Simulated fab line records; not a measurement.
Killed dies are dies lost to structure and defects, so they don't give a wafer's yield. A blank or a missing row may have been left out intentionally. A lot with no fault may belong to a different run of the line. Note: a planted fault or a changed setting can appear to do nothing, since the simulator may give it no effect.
Matching of chambers	flow n5_finfet	N5_BEOL_M9_STRIP_67 on rie_diel-01 has 4 sister chambers
The step strips in CF4. 4 wafers are shown with their chamber, then 11 later ones without.

== EACH WAFER AND ITS CHAMBER ==
wafer	chamber	drypump_motor_current_A (A)
L085.5	1	5.49
L090.5	0	5.40
L090.6	2	5.78
L092.2	3	5.16

== WAFERS WITH NO CHAMBER GIVEN ==
wafer	drypump_motor_current_A (A)
L092.4	5.16
L092.6	5.75
L093.1	5.79
L093.4	5.47
L093.6	5.14
L094.1	5.15
L094.2	5.40
L094.6	5.77
L097.1	5.47
L097.2	5.42
L097.3	5.74

== WHICH CHAMBER EACH ONE RAN IN ==
wafer	from the rows above	in truth
L092.4	3	3
L092.6	2	2
L093.1	2	2
L093.4	1	1
L093.6	3	3
L094.1	3	3
L094.2	0	0
L094.6	2	2
L097.1	1	1
L097.2	0	0
L097.3	2	2
Correctly placed: 11 of 11. Number that these rows cannot place: 0. 0 placed wrongly.
How it was worked out, from the rows above alone: a wafer's distance from a chamber is the root of the sum, over the readings, of the square of ((its reading less the chamber's mean) divided by the reading's scatter). If the next closest chamber is less than 2 further off than the closest, the wafer can't be placed; otherwise it belongs to the closest. Each chamber's mean is taken over the wafers shown for it. The scatter: root of mean squared gap, hidden wafer to nearest shown wafer, with one shown wafer a chamber.
